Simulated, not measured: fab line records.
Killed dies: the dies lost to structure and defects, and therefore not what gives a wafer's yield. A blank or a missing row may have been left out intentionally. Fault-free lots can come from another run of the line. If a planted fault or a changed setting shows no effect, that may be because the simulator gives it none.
Chamber matching ; flow nand_harc ; 3 sister chambers for NHARC_A_CHANNEL_HOLE_D1_DEP_01 on pecvd-04
The step deposits SiON, target thk 140 nm. 22 wafers are shown with their chamber, then 11 later ones without.

== EACH WAFER AND ITS CHAMBER ==
wafer;chamber;heater_power_w (W)
L074.2;1;711
L074.4;0;620
L074.6;2;817
L075.2;2;824
L075.4;2;697
L075.6;1;773
L079.2;1;698
L079.5;1;709
L079.6;0;679
L078.1;2;675
L078.5;2;702
L078.6;0;607
L080.1;1;755
L080.2;0;718
L080.3;2;767
L086.4;1;792
L086.5;2;783
L086.6;0;716
L087.3;2;804
L087.5;0;624
L087.6;1;842
L088.1;2;736

SIGNATURES (means of the wafers above)
reading;chamber 0;chamber 1;chamber 2;scatter within a chamber
heater_power_w;660.67;754.29;756.11;53.3
Rule: distance of a wafer from a chamber = root of the sum over the readings of ((wafer's reading minus chamber's mean) / reading's scatter) squared. If the next closest chamber is less than 2 further off than the closest, the wafer can't be placed; otherwise it belongs to the closest. How the scatter is found: for the shown wafers, subtract from each reading the mean of its chamber, square and add these, divide the total by (wafers less chambers), then take the root.

== WAFERS WHOSE CHAMBER IS MISSING ==
wafer;heater_power_w (W)
L088.3;840
L088.5;865
L089.2;648
L089.4;704
L089.6;884
L093.3;804
L093.4;803
L093.5;668
L095.1;592
L095.2;811
L095.6;771

== EACH ONE'S CHAMBER ==
wafer;from the rows above;in truth
L088.3;can't be placed: 2 or 1 or 0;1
L088.5;can't be placed: 2 or 1 or 0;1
L089.2;can't be placed: 0 or 1 or 2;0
L089.4;can't be placed: 0 or 1 or 2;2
L089.6;can't be placed: 2 or 1 or 0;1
L093.3;can't be placed: 2 or 1 or 0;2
L093.4;can't be placed: 2 or 1 or 0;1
L093.5;can't be placed: 0 or 1 or 2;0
L095.1;can't be placed: 0 or 1 or 2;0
L095.2;can't be placed: 2 or 1 or 0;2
L095.6;can't be placed: 2 or 1 or 0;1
0 of 11 placed correctly. Cannot be placed on the basis of these rows: 11; the candidates contain the true chamber in 11. 0 placed wrongly.
